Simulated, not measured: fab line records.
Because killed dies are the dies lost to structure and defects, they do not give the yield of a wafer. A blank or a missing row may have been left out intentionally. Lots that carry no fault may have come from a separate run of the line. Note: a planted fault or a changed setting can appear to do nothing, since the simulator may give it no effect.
Lot-split experiment || flow n5-finfet || 21 wafers read across 7 lots, on a route 1938 steps long

THE SPLIT ITSELF
At N5_DUMMY_GATE_PECVD_30 (deposits SiO2 from TEOS/O2, target thk 55 nm, time 10.8 s), the setting time-s was moved away from the recipe's 10.8 s on 5 of the 21 wafers read, by -6.5% to +11.0%. This setting was run at the recipe's value on the other wafers.

FROM THE SPLIT TO THE READING: what the file shows between them, 6 steps
- N5_DUMMY_GATE_EXPOSE_12: exposes mask GATE, target cd 25 nm (also split here: dose-mj)
- N5_DUMMY_GATE_PEB_13: peb time 60 s
- N5_DUMMY_GATE_DEVELOP_14: develop time 30 s
- N5_DUMMY_GATE_CD_MEAS_15: target cd 25.8 nm
- N5_DUMMY_GATE_STRIP_41: strips in O2
- N5_DUMMY_GATE_HM_OPEN_21: chemistry CH3F/O2, target SiNx, target depth 120 nm, time 171.4 s

THE READING
SiO2_of_DUMMY_GATE_PECVD_30.thk-nm (the simulator's own value, which no gauge read), in nm, at N5_DUMMY_GATE_ETCH_32 (etches SiO2 in CF4, target depth 3.5 nm, time 3.9 s). There is no usual value for it anywhere in the file. Across the 16 wafers here that went through the recipe, the average is 41.5 nm and the standard deviation 0.69 nm.

{"wafer": "L080.1", "tool, chamber at the split": "pecvd-01, 2", "time-s as run, s": 10.8, "against the recipe": "recipe", "SiO2_of_DUMMY_GATE_PECVD_30.thk-nm, nm": 41.2, "against lot-mates on the recipe": "-"}
{"wafer": "L080.3", "tool, chamber at the split": "pecvd-01, 1", "time-s as run, s": 10.8, "against the recipe": "recipe", "SiO2_of_DUMMY_GATE_PECVD_30.thk-nm, nm": 41.2, "against lot-mates on the recipe": "-"}
{"wafer": "L080.2", "tool, chamber at the split": "pecvd-01, 0", "time-s as run, s": 11.6, "against the recipe": "+7.4%", "SiO2_of_DUMMY_GATE_PECVD_30.thk-nm, nm": 45, "against lot-mates on the recipe": "+3.8"}
{"wafer": "L082.2", "tool, chamber at the split": "pecvd-03, 1", "time-s as run, s": 10.8, "against the recipe": "recipe", "SiO2_of_DUMMY_GATE_PECVD_30.thk-nm, nm": 41.8, "against lot-mates on the recipe": "-"}
{"wafer": "L082.3", "tool, chamber at the split": "pecvd-03, 2", "time-s as run, s": 10.8, "against the recipe": "recipe", "SiO2_of_DUMMY_GATE_PECVD_30.thk-nm, nm": 41.8, "against lot-mates on the recipe": "-"}
{"wafer": "L082.6", "tool, chamber at the split": "pecvd-03, 1", "time-s as run, s": 10.8, "against the recipe": "recipe", "SiO2_of_DUMMY_GATE_PECVD_30.thk-nm, nm": 42, "against lot-mates on the recipe": "-"}
{"wafer": "L085.4", "tool, chamber at the split": "pecvd-03, 1", "time-s as run, s": 10.8, "against the recipe": "recipe", "SiO2_of_DUMMY_GATE_PECVD_30.thk-nm, nm": 41.6, "against lot-mates on the recipe": "-"}
{"wafer": "L085.5", "tool, chamber at the split": "pecvd-03, 0", "time-s as run, s": 10.8, "against the recipe": "recipe", "SiO2_of_DUMMY_GATE_PECVD_30.thk-nm, nm": 42, "against lot-mates on the recipe": "-"}
{"wafer": "L085.6", "tool, chamber at the split": "pecvd-03, 2", "time-s as run, s": 10.8, "against the recipe": "recipe", "SiO2_of_DUMMY_GATE_PECVD_30.thk-nm, nm": 41, "against lot-mates on the recipe": "-"}
{"wafer": "L088.1", "tool, chamber at the split": "pecvd-02, 1", "time-s as run, s": 10.8, "against the recipe": "recipe", "SiO2_of_DUMMY_GATE_PECVD_30.thk-nm, nm": 42.8, "against lot-mates on the recipe": "-"}
{"wafer": "L088.5", "tool, chamber at the split": "pecvd-02, 1", "time-s as run, s": 10.1, "against the recipe": "-6.5%", "SiO2_of_DUMMY_GATE_PECVD_30.thk-nm, nm": 39.6, "against lot-mates on the recipe": -3.2}
{"wafer": "L088.6", "tool, chamber at the split": "pecvd-02, 0", "time-s as run, s": 10.1, "against the recipe": "-6.5%", "SiO2_of_DUMMY_GATE_PECVD_30.thk-nm, nm": 39.4, "against lot-mates on the recipe": -3.4}
{"wafer": "L094.1", "tool, chamber at the split": "pecvd-02, 0", "time-s as run, s": 10.8, "against the recipe": "recipe", "SiO2_of_DUMMY_GATE_PECVD_30.thk-nm, nm": 42, "against lot-mates on the recipe": "-"}
{"wafer": "L094.2", "tool, chamber at the split": "pecvd-02, 1", "time-s as run, s": 11.99, "against the recipe": "+11.0%", "SiO2_of_DUMMY_GATE_PECVD_30.thk-nm, nm": 47.2, "against lot-mates on the recipe": "+5.2"}
{"wafer": "L094.5", "tool, chamber at the split": "pecvd-02, 1", "time-s as run, s": 11.99, "against the recipe": "+11.0%", "SiO2_of_DUMMY_GATE_PECVD_30.thk-nm, nm": 47.8, "against lot-mates on the recipe": "+5.8"}
{"wafer": "L096.3", "tool, chamber at the split": "pecvd-01, 1", "time-s as run, s": 10.8, "against the recipe": "recipe", "SiO2_of_DUMMY_GATE_PECVD_30.thk-nm, nm": 40.2, "against lot-mates on the recipe": "-"}
{"wafer": "L096.4", "tool, chamber at the split": "pecvd-01, 0", "time-s as run, s": 10.8, "against the recipe": "recipe", "SiO2_of_DUMMY_GATE_PECVD_30.thk-nm, nm": 40.8, "against lot-mates on the recipe": "-"}
{"wafer": "L096.5", "tool, chamber at the split": "pecvd-01, 1", "time-s as run, s": 10.8, "against the recipe": "recipe", "SiO2_of_DUMMY_GATE_PECVD_30.thk-nm, nm": 42, "against lot-mates on the recipe": "-"}
{"wafer": "L097.3", "tool, chamber at the split": "pecvd-03, 1", "time-s as run, s": 10.8, "against the recipe": "recipe", "SiO2_of_DUMMY_GATE_PECVD_30.thk-nm, nm": 40.2, "against lot-mates on the recipe": "-"}
{"wafer": "L097.4", "tool, chamber at the split": "pecvd-03, 2", "time-s as run, s": 10.8, "against the recipe": "recipe", "SiO2_of_DUMMY_GATE_PECVD_30.thk-nm, nm": 42.2, "against lot-mates on the recipe": "-"}
{"wafer": "L097.6", "tool, chamber at the split": "pecvd-03, 0", "time-s as run, s": 10.8, "against the recipe": "recipe", "SiO2_of_DUMMY_GATE_PECVD_30.thk-nm, nm": 41.6, "against lot-mates on the recipe": "-"}

FIT RESULTS
A straight line over all 21 wafers: SiO2_of_DUMMY_GATE_PECVD_30.thk-nm changes by +0.474 nm for each +1% of time-s; r = +0.94; the points scatter about the line by 0.75 nm.
The same after taking each lot's own level away (the mean of its wafers on the recipe; 21 wafers): +0.504 nm for each +1%; r = +0.98; scatter 0.49 nm.
That fit puts the effect of the largest move of time-s on the reading at 5.5 nm.
Measured against the standard deviation above, the lots' own levels, which go from 41.00 to 42.80 nm, span 2.6 times it.
Consequently the slope shifts little with the lot-to-lot level, the two slopes agreeing.
Check: with one of the wafers moved furthest among these (+11.0%) left out of the fit, the line predicts +5.71 nm for it against its lot-mates. Against them it came out at +5.2 nm.

THESE WAFERS: OTHER SPLITS
Before the reading, these wafers also passed through other splits. Each is held against what the fit with the lots' levels taken away leaves over:
{"other split on the same wafers": "N5_ZERO_LAYER_EXPOSE_08 dose-mj", "wafers away from the commonest value": 6, "r with SiO2_of_DUMMY_GATE_PECVD_30.thk-nm (lot level and that fit taken away)": -0.04}
{"other split on the same wafers": "N5_ZERO_LAYER_DEVELOP_10 develop-time-s", "wafers away from the commonest value": 7, "r with SiO2_of_DUMMY_GATE_PECVD_30.thk-nm (lot level and that fit taken away)": -0.22}
{"other split on the same wafers": "N5_FIN_CUT_COAT_19 spin-rpm", "wafers away from the commonest value": 9, "r with SiO2_of_DUMMY_GATE_PECVD_30.thk-nm (lot level and that fit taken away)": -0.22}
{"other split on the same wafers": "N5_DUMMY_GATE_EXPOSE_12 dose-mj", "wafers away from the commonest value": 7, "r with SiO2_of_DUMMY_GATE_PECVD_30.thk-nm (lot level and that fit taken away)": -0.49}

THE WHOLE CHAIN: every reading that the file lists as answering this split, in the file's order
{"step": "N5_DUMMY_GATE_PECVD_30", "what it does": "deposits SiO2 from TEOS/O2, target thk 55 nm, time 10.8 s", "reading": "SiO2_of_DUMMY_GATE_PECVD_30.thk-nm (the simulator's own value, which no gauge read)", "change (the file's fit)": "+0.5 nm for each +1% of the setting", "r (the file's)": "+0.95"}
{"step": "N5_DUMMY_GATE_ETCH_32", "what it does": "etches SiO2 in CF4, target depth 3.5 nm, time 3.9 s", "reading": "SiO2_of_DUMMY_GATE_PECVD_30.thk-nm (the simulator's own value, which no gauge read)", "change (the file's fit)": "+0.505 nm for each +1% of the setting", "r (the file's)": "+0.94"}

FILE'S OWN FIT
SiO2_of_DUMMY_GATE_PECVD_30.thk-nm changes by +0.505 nm for each +1% of time-s, r = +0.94.
